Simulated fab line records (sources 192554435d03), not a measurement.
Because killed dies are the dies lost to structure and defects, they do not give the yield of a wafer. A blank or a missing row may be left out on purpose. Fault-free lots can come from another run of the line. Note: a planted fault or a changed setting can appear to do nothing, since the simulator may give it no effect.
Chamber matching :: flow n5-finfet :: rie-diel-02 running N5_BEOL_M0_SAQP_ETCH_106: 4 sister chambers
The step etches SOC in N2/H2, stops on SiNx, target depth 150 nm. 4 wafers are shown with their chamber, then 7 later ones without.

EACH WAFER AND ITS CHAMBER
wafer: L077.2
chamber: 3
showerhead-plenum-p-Torr (Torr): 2.72

wafer: L077.4
chamber: 2
showerhead-plenum-p-Torr (Torr): 2.62

wafer: L083.3
chamber: 0
showerhead-plenum-p-Torr (Torr): 2.52

wafer: L083.4
chamber: 1
showerhead-plenum-p-Torr (Torr): 2.58

WAFERS WITH NO CHAMBER GIVEN
wafer: L083.5
showerhead-plenum-p-Torr (Torr): 2.72

wafer: L087.1
showerhead-plenum-p-Torr (Torr): 2.51

wafer: L087.2
showerhead-plenum-p-Torr (Torr): 2.71

wafer: L087.3
showerhead-plenum-p-Torr (Torr): 2.58

wafer: L087.4
showerhead-plenum-p-Torr (Torr): 2.61

wafer: L087.5
showerhead-plenum-p-Torr (Torr): 2.71

wafer: L087.6
showerhead-plenum-p-Torr (Torr): 2.51

THE CHAMBER EACH PASSED THROUGH
wafer: L083.5
from the rows above: 3
in truth: 3

wafer: L087.1
from the rows above: 0
in truth: 0

wafer: L087.2
from the rows above: 3
in truth: 3

wafer: L087.3
from the rows above: 1
in truth: 1

wafer: L087.4
from the rows above: 2
in truth: 2

wafer: L087.5
from the rows above: 3
in truth: 3

wafer: L087.6
from the rows above: 0
in truth: 0
7 of 7 placed correctly. Number that these rows cannot place: 0. Number placed wrongly: 0.
How it was worked out, from the rows above alone: a wafer's distance from a chamber is the root of the sum, over the readings, of the square of ((its reading less the chamber's mean) divided by the reading's scatter). The wafer belongs to the nearest chamber; if the next one is less than 2 further off, it can't be placed. Each chamber's mean is taken over the wafers shown for it. The scatter: root of mean squared gap, hidden wafer to nearest shown wafer, with one shown wafer a chamber.
